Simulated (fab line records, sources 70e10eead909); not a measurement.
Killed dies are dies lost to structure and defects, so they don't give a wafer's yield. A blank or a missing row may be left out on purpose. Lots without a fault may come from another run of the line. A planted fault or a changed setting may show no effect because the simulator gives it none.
Tool commonality check | flow nand_harc | 13 lots, 39 wafers sampled

WHY IT WAS OPENED
At NHARC_A_M1_CD_MEAS_09 the reading cd_nm is flagged on 2 of 13 lots. Wafers without a fault read 120.2 nm, standard deviation 0.9.
Rule: a lot is flagged when every wafer of it that has a number lies more than 4 standard deviations from that mean, or none has a number. The other lots count as sound.

lot  | measured     | on        | cd_nm (nm), wafer by wafer | flag
L348 | day 22 12:13 | cd_sem-03 | 121.8 120.7 121.0          |
L349 | day 23 07:58 | cd_sem-03 | 120.7 121.2 121.5          |
L350 | day 23 14:43 | cd_sem-02 | 121.1 120.5 119.4          |
L351 | day 24 05:02 | cd_sem-03 | 120.2 120.5 120.5          |
L352 | day 24 06:44 | cd_sem-03 | 119.8 119.4 118.7          |
L354 | day 25 03:07 | cd_sem-02 | 120.3 119.0 119.1          |
L353 | day 25 04:53 | cd_sem-02 | 120.8 121.0 120.0          |
L361 | day 29 01:37 | cd_sem-01 | 90.3 91.8 89.4             | FLAGGED
L363 | day 29 18:11 | cd_sem-01 | 99.6 100.3 99.9            | FLAGGED
L365 | day 30 06:37 | cd_sem-01 | 120.2 120.6 118.8          |
L367 | day 30 22:59 | cd_sem-02 | 119.4 119.2 119.5          |
L369 | day 31 11:06 | cd_sem-02 | 120.6 121.8 121.9          |
L370 | day 31 23:01 | cd_sem-01 | 120.7 120.6 119.8          |
The numbers of the flagged lots are 95.2 nm on average: -25.0 nm against the usual, or -28 standard deviations.

WHICH TOOL RAN EACH LOT
The record holds 3 process steps before the reading, out of a route of 1302 steps. In each cell: the tool, then ch and the chambers that the sampled wafers went through, then the start.
lot  | flag    | NHARC_A_M0_ETCH_15                            | NHARC_A_M0_PVD_21                       | NHARC_A_M1_EXPOSE_06
L348 |         | rie_diel-09 ch 1,2, day 22 10:57 or earlier   | pvd_sputter-02, day 22 10:57 or earlier | arfi_scanner-02 ch 0, day 22 12:05
L349 |         | rie_diel-09 ch 0,2,3, day 23 06:34 or earlier | pvd_sputter-01, day 23 06:34 or earlier | arfi_scanner-03 ch 0, day 23 07:49
L350 |         | rie_diel-05 ch 0,2,3, day 23 13:19 or earlier | pvd_sputter-02, day 23 13:19 or earlier | arfi_scanner-02 ch 0, day 23 14:35
L351 |         | rie_diel-03 ch 0,1, day 24 03:47 or earlier   | pvd_sputter-02, day 24 03:47 or earlier | arfi_scanner-02 ch 0, day 24 04:54
L352 |         | rie_diel-03 ch 0,2,3, day 24 05:20 or earlier | pvd_sputter-01, day 24 05:20 or earlier | arfi_scanner-01 ch 0, day 24 06:35
L354 |         | rie_diel-09 ch 1,2, day 25 01:43 or earlier   | pvd_sputter-01, day 25 01:43 or earlier | arfi_scanner-03 ch 0, day 25 02:59
L353 |         | rie_diel-09 ch 1,2,3, day 25 03:29 or earlier | pvd_sputter-01, day 25 03:29 or earlier | arfi_scanner-02 ch 0, day 25 04:44
L361 | FLAGGED | rie_diel-09 ch 0,1,3, day 29 00:05 or earlier | pvd_sputter-03, day 29 00:05 or earlier | arfi_scanner-01 ch 0, day 29 01:29
L363 | FLAGGED | rie_diel-05 ch 0,1,2, day 29 16:56 or earlier | pvd_sputter-03, day 29 16:56 or earlier | arfi_scanner-01 ch 0, day 29 18:02
L365 |         | rie_diel-09 ch 0,1,2, day 30 05:13 or earlier | pvd_sputter-03, day 30 05:13 or earlier | arfi_scanner-03 ch 0, day 30 06:28
L367 |         | rie_diel-03 ch 0,2,3, day 30 21:35 or earlier | pvd_sputter-01, day 30 21:35 or earlier | arfi_scanner-03 ch 0, day 30 22:52
L369 |         | rie_diel-09 ch 0,1,3, day 31 09:42 or earlier | pvd_sputter-03, day 31 09:42 or earlier | arfi_scanner-02 ch 0, day 31 10:58
L370 |         | rie_diel-05 ch 0,2, day 31 21:37 or earlier   | pvd_sputter-02, day 31 21:37 or earlier | arfi_scanner-02 ch 0, day 31 22:53
What these steps do:
- NHARC_A_M0_ETCH_15: etches the open film in C4F8/Ar, target depth 150 nm, overetch 15 nm, time 82.5 s.
- NHARC_A_M0_PVD_21: deposits Cu, target thk 30 nm, time 20.49 s.
- NHARC_A_M1_EXPOSE_06: exposes mask A M1, target cd 120 nm.
- NHARC_A_M1_CD_MEAS_09: target cd 120 nm.

FLAGGED OVER TOTAL, TOOL BY TOOL (the gauges that took the reading come last)
step                  | tool            | lots run | flagged | share of the flagged lots | sound lots run after its first flagged lot
NHARC_A_M0_ETCH_15    | rie_diel-03     | 3        | 0       | none                      | -
NHARC_A_M0_ETCH_15    | rie_diel-05     | 3        | 1       | some                      | 1 (L370)
NHARC_A_M0_ETCH_15    | rie_diel-09     | 7        | 1       | some                      | 2 (L365,L369)
NHARC_A_M0_PVD_21     | pvd_sputter-01  | 5        | 0       | none                      | -
NHARC_A_M0_PVD_21     | pvd_sputter-02  | 4        | 0       | none                      | -
NHARC_A_M0_PVD_21     | pvd_sputter-03  | 4        | 2       | all                       | 2 (L365,L369)
NHARC_A_M1_EXPOSE_06  | arfi_scanner-01 | 3        | 2       | all                       | 0
NHARC_A_M1_EXPOSE_06  | arfi_scanner-02 | 6        | 0       | none                      | -
NHARC_A_M1_EXPOSE_06  | arfi_scanner-03 | 4        | 0       | none                      | -
NHARC_A_M1_CD_MEAS_09 | cd_sem-01       | 4        | 2       | all                       | 2 (L365,L370)
NHARC_A_M1_CD_MEAS_09 | cd_sem-02       | 5        | 0       | none                      | -
NHARC_A_M1_CD_MEAS_09 | cd_sem-03       | 4        | 0       | none                      | -
NHARC_A_M0_ETCH_15 gives no start for some lots, so the hours and the order of its lots are those of NHARC_A_M0_INSPECT_27. NHARC_A_M0_PVD_21 gives no start for some lots, so the hours and the order of its lots are those of NHARC_A_M0_INSPECT_27.

WHAT THE TABLE ALLOWS
3 rows of the table ran every flagged lot: pvd_sputter-03 at NHARC_A_M0_PVD_21, arfi_scanner-01 at NHARC_A_M1_EXPOSE_06, cd_sem-01 at NHARC_A_M1_CD_MEAS_09.
- pvd_sputter-03 at NHARC_A_M0_PVD_21: 2 of its 4 lots flagged. Sound lots ran on it after the first flagged one (L365, L369), which a lasting fault on the whole tool wouldn't allow.
- arfi_scanner-01 at NHARC_A_M1_EXPOSE_06: 2 of its 3 lots flagged. Its last sound lot is L352 (day 24 06:35), its first flagged lot L361 (day 29 01:29): a fault that began between those two fits. Its own readings lie more than 4 standard deviations out on every wafer of the flagged lots: exposure_dose_mJ_cm2.
- cd_sem-01 at NHARC_A_M1_CD_MEAS_09: 2 of its 4 lots flagged. Sound lots ran on it after the first flagged one (L365, L370), which a lasting fault on the whole tool wouldn't allow.
One tool is left: arfi_scanner-01 at NHARC_A_M1_EXPOSE_06.

WHAT THE SIMULATOR HAD PUT IN
Process parameter drift: arfi_scanner-01, from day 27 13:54 on, at NHARC_A_M1_EXPOSE_06. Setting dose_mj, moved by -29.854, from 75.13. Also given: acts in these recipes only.
Lots struck among those shown: L361, L363. The rule above found the same.
